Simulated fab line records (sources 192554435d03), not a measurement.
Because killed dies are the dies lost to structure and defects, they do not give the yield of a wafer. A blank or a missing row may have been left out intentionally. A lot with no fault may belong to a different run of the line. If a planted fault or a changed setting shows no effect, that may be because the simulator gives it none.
A struck lot beside a sound one    flow n5Finfet    14 out of 1938 route steps
Sound: the wafers L556.1, L556.4, L556.5. The struck wafers were L558.2, L558.4, L558.5. Last of all comes the cause.
Per side, at each step with rows, come the tool, then ch with its chambers, and then its first start. Under that, the readings that differ: sound wafers    struck wafers    difference of the means    sigmas: that difference in standard deviations of wafers without a fault.
alike: readings with means less than 2 such deviations apart, plus words and numbers identical on both sides. not compared: withheld readings, readings lacking a value on some wafer, bounds such as >300 that could conceal the same value, and numbers that have no deviation in the record and whose values overlap.
Wherever a step has rows on one side only, a row that says differs or no value, or a row with sigmas, the two part there. When numbers do not overlap yet have no deviation, they are printed without sigmas and do not part them. A reading that every wafer of one side lacks parts them only if that side has two wafers or more.

N5_BEOL_M4_RC_MEAS_101:
  sound on prober-02 ch 0, day 9 17:20; struck on prober-02 ch 0, day 10 00:23
  alike: DIBL_N, DIBL_P, IOFF_N, IOFF_P, ION_N, ION_P, SS_N, SS_P, VT_N, VT_P
N5_BEOL_M5_ILD_DEP_00: deposits SiCOH lowk from DEMS/porogen, target thk 140.64 nm, time 25.9 s.
  sound on pecvd-04 ch 0,1, day 9 18:19; struck on pecvd-01 ch 1,2, day 10 01:11
  alike: heaterPowerW, showerheadPlenumPTorr, throttleValvePct
  not compared: sinceWetCleanH
N5_BEOL_M5_CURE_79: cures SiCOH lowk, time 240 s.
  sound on uvCure-02 ch 1, day 9 18:24; struck on uvCure-01 ch 2, day 10 01:20
  alike: lampPowerPct, wafer_temp_C_max
N5_BEOL_M5_THK_MEAS_01:
  struck on filmMetro-02, day 10 01:46; sound on filmMetro-02, day 9 18:55
  alike: M5_ILD_THK
N5_BEOL_M5_PECVD_70: deposits SiO2 from TEOS/O2, target thk 16 nm, time 18 s.
  sound on pecvd-03 ch 0,2, day 9 18:56; struck on pecvd-01 ch 0,1,2, day 10 01:48
  alike: heaterPowerW, showerheadPlenumPTorr, throttleValvePct
  not compared: sinceWetCleanH
N5_BEOL_M5_HM_DEP_02: deposits TiN, target thk 20 nm.
  struck on pvdSputter-02, day 10 05:32; sound on pvdSputter-02, day 9 21:16
  alike: substrateTempC, throttleValvePct
then, 6 steps without rows for these wafers: N5_BEOL_M5_COAT_59 (time 60 s, resist thk 60 nm); N5_BEOL_M5_COAT_60 (time 60 s, resist thk 12 nm); N5_BEOL_M5_COAT_71 (time 60 s, resist thk 5 nm); N5_BEOL_M5_COAT_05 (resist thk 30 nm); N5_BEOL_M5_EBR_07; N5_BEOL_M5_SOFTBAKE_06 (time 60 s).
N5_BEOL_M5_EXPOSE_08: exposes mask M5, target cd 28 nm.
  sound on euvScanner-02 ch 0, day 9 21:40; struck on euvScanner-02, day 10 05:49
  no value came back on the struck wafers for exposureDoseMJCm2, focusOffsetNm (nm); on the sound wafers exposureDoseMJCm2 reads 35.69 35.66 35.67
  alike: mask
then, 1 step without rows for these wafers: N5_BEOL_M5_PEB_09 (peb time 60 s).

## WHERE THEY PART
Only at N5_BEOL_M5_EXPOSE_08, as far as this record shows.

WHY: the cause the simulator had injected
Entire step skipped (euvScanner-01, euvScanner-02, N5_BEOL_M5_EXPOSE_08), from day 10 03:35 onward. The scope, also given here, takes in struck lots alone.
